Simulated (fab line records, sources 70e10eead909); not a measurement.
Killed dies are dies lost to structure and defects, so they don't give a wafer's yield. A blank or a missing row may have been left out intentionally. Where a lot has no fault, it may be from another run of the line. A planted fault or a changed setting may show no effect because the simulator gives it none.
Which tool is to blame?    flow nand harc    36 wafers from 12 lots sampled at 5 of the route's 1159 steps

WHAT THE GAUGES SHOWED, per wafer
NHARC_END_SORT_01.
lot   measured      on         killed at array  killed at other  killed at periphery  killed dies  killed open  killed short
L478  day 22 04:41  prober-01  45 33 31         1 2 1            3 4 1                49 39 33     4 3 1        2 1 0
L479  day 22 13:14  prober-02  55 48 42         0 0 0            4 13 14              59 61 56     4 3 4        3 1 4

EACH LOT AND THE TOOL THAT RAN IT (in order: tool; ch and the chambers of the sampled wafers; start)
lot   NHARC_P_GATE_HM_OPEN_105                       NHARC_P_GATE_STRIP_95                 NHARC_P_CONTACT_ETCH_36             NHARC_P_CONTACT_ETCH_18
L468  rie diel-05 ch 0,1, day 5 06:54 or earlier     plasma asher-02 ch 0,1, day 5 06:54   rie diel-03 ch 1,2,3, day 5 11:20   rie diel-03 ch 1,2,3, no start
L469  rie diel-06 ch 0,1, day 5 14:18 or earlier     plasma asher-01 ch 0,1, day 5 14:18   rie diel-03 ch 0,2,3, day 5 18:13   rie diel-03 ch 0,1,2, no start
L471  rie diel-05 ch 0,1,2, day 6 01:59 or earlier   plasma asher-02 ch 0,1, day 6 01:59   rie diel-12 ch 1,2, day 6 05:50     rie diel-12 ch 0,2,3, no start
L473  rie diel-06 ch 1,2,3, day 6 13:10 or earlier   plasma asher-01 ch 0,1, day 6 13:10   rie diel-12 ch 0,1,2, day 6 16:59   rie diel-12 ch 0,1,3, no start
L478  rie diel-13 ch 0,1,2, day 8 02:24 or earlier   plasma asher-02 ch 0,1, day 8 02:24   rie diel-12 ch 0,1,2, day 8 06:43   rie diel-12 ch 0,2,3, day 22 04:41 or earlier
L479  rie diel-13 ch 1,2, day 8 15:36 or earlier     plasma asher-02 ch 0,1, day 8 15:36   rie diel-12 ch 0,1, day 8 19:32     rie diel-12 ch 0,1,2, day 22 13:14 or earlier
L480  rie diel-06 ch 0,1, day 8 16:22 or earlier     plasma asher-01 ch 0,1, day 8 16:22   rie diel-03 ch 1,2, day 8 20:04     rie diel-03 ch 0,1, no start
L485  rie diel-06 ch 0,1, day 9 13:37 or earlier     plasma asher-01 ch 0, day 9 13:37     rie diel-03 ch 1,2,3, day 9 17:21   rie diel-03 ch 0,1,3, no start
L484  rie diel-05 ch 0,2,3, day 9 11:41 or earlier   plasma asher-02 ch 0,1, day 9 11:41   rie diel-03 ch 0,3, day 9 15:40     rie diel-03 ch 0,1, no start
L486  rie diel-13 ch 0,1,2, day 10 05:43 or earlier  plasma asher-02 ch 0,1, day 10 05:43  rie diel-03 ch 1,2, day 10 10:29    rie diel-03 ch 1,2,3, no start
L488  rie diel-06 ch 0,3, day 10 12:38 or earlier    plasma asher-02 ch 0,1, day 10 12:38  rie diel-03 ch 1,2,3, day 10 17:13  rie diel-03 ch 0,1,2, no start
L491  rie diel-13 ch 0,2, day 10 21:45 or earlier    plasma asher-02 ch 0,1, day 10 21:45  rie diel-03 ch 0,1, day 11 01:50    rie diel-03 ch 0,2,3, no start
- NHARC_P_GATE_HM_OPEN_105: chemistry O2/COS, target depth 360 nm.
- NHARC_P_GATE_STRIP_95: strips in O2.
- NHARC_P_CONTACT_ETCH_36: etches the open film in N2/H2, target depth 260 nm, time 406.25 s.
- NHARC_P_CONTACT_ETCH_18: etches the open film in C4F8/O2/Ar, target depth 481 nm, time 240.5 s.

AS READ BY THE TOOLS THEMSELVES (means over the sampled wafers that have a number; for cases with no such wafer, the mark the record gives instead)
NHARC_P_GATE_HM_OPEN_105.
lot   tool         drypump motor current A (A)  oes product au (a.u.)  rf vpp V (V)  showerhead plenum p Torr (Torr)  throttle valve pct (%)
L468  rie diel-05  6.0                          0.999                  472           3.34                             28.342
L469  rie diel-06  5.4                          0.993                  465           3.00                             28.324
L471  rie diel-05  5.9                          1.002                  471           3.28                             28.327
L473  rie diel-06  5.7                          0.997                  468           3.17                             28.333
L478  rie diel-13  6.0                          1.000                  466           3.06                             28.339
L479  rie diel-13  5.9                          1.001                  467           3.14                             28.330
L480  rie diel-06  5.4                          0.998                  464           2.99                             28.329
L485  rie diel-06  5.4                          0.995                  464           2.99                             28.322
L484  rie diel-05  6.0                          0.996                  469           3.22                             28.328
L486  rie diel-13  6.0                          1.000                  467           3.04                             28.316
L488  rie diel-06  6.2                          0.994                  470           3.22                             28.330
L491  rie diel-13  5.9                          0.997                  465           2.99                             28.327

NHARC_P_GATE_STRIP_95.
lot   tool             drypump motor current A (A)  heater power w (W)
L468  plasma asher-02  6.0                          357
L469  plasma asher-01  5.9                          343
L471  plasma asher-02  6.0                          351
L473  plasma asher-01  5.7                          329
L478  plasma asher-02  6.0                          356
L479  plasma asher-02  5.6                          335
L480  plasma asher-01  5.6                          323
L485  plasma asher-01  5.4                          309
L484  plasma asher-02  5.7                          321
L486  plasma asher-02  5.6                          325
L488  plasma asher-02  6.0                          337
L491  plasma asher-02  6.0                          337

NHARC_P_CONTACT_ETCH_36.
lot   tool         drypump motor current A (A)  oes product au (a.u.)  rf vpp V (V)  showerhead plenum p Torr (Torr)  throttle valve pct (%)
L468  rie diel-03  5.3                          0.998                  428.0         1.95                             14.164
L469  rie diel-03  5.4                          1.004                  428.5         1.97                             14.166
L471  rie diel-12  5.5                          0.995                  432.3         2.10                             14.159
L473  rie diel-12  5.5                          1.000                  432.3         2.09                             14.170
L478  rie diel-12  5.5                          0.882                  431.8         2.09                             14.177
L479  rie diel-12  5.4                          0.884                  432.3         2.11                             14.173
L480  rie diel-03  5.0                          1.007                  429.7         2.00                             14.168
L485  rie diel-03  5.3                          1.005                  427.2         1.95                             14.169
L484  rie diel-03  5.1                          1.001                  430.7         2.04                             14.166
L486  rie diel-03  5.0                          1.004                  429.3         2.00                             14.177
L488  rie diel-03  5.4                          1.007                  428.0         1.95                             14.165
L491  rie diel-03  4.7                          1.003                  431.1         2.07                             14.168

NHARC_P_CONTACT_ETCH_18.
lot   tool         oes product au (a.u.)  rf vpp V (V)
L468  rie diel-03  0.965                  973
L469  rie diel-03  0.975                  977
L471  rie diel-12  0.968                  977
L473  rie diel-12  0.966                  977
L478  rie diel-12  0.970                  976
L479  rie diel-12  0.962                  981
L480  rie diel-03  0.977                  981
L485  rie diel-03  0.978                  976
L484  rie diel-03  0.957                  982
L486  rie diel-03  0.959                  972
L488  rie diel-03  0.939                  978
L491  rie diel-03  0.976                  973

THE ANSWER, worked out from the rows above alone
Rule: the usual values come from the lots themselves. Put in order of their means at a reading, lots are off if they are a third of the lots or fewer, leave a main group of 4 or more, and stand apart from it by a gap of 3 or more times the standard deviation of the main group's means; of several such gaps the widest counts. A main group whose means are all the same, to the digits that the tables above print for the reading, isn't used. A lot without any number at a reading at which 4 lots or more have one is off too. All remaining lots with rows at the step are treated as sound. The gauges are gone through in route order, then the tools' own readings, and for those a lot's mean is taken as printed above. The first step at which some lot is off is used, and at that step the reading that is off furthest; a lot without a number counts as furthest.
Off, at NHARC_P_CONTACT_ETCH_36 on oes product au: L478, L479. The main group: mean 1.002 a.u., standard deviation 0.0037.
A tool fits if, at that step or a process step before it, it ran every lot that is off, and no sound lot after the first of them. Because NHARC_P_GATE_HM_OPEN_105 lacks a start for some lots, the hours and order of its lots are taken from NHARC_P_GATE_STRIP_95. One fits: rie diel-12 at NHARC_P_CONTACT_ETCH_36. Its last sound lot is L473 (day 6 16:59), its first lot that is off L478 (day 8 06:43): a fault that began between those two fits.
On the lots that are off, the tool's own readings at NHARC_P_CONTACT_ETCH_36 differ by more than 5 times the standard deviation of the sound lots' means, which bears it out; oes product au reads 0.883 a.u. there versus 1.002 a.u. on the sound lots.

WHAT THE SIMULATOR HAD INSERTED
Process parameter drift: rie diel-12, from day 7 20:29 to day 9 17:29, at NHARC_P_CONTACT_ETCH_36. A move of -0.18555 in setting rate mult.
Shown lots that were struck: L478, L479. The rule above found the same.
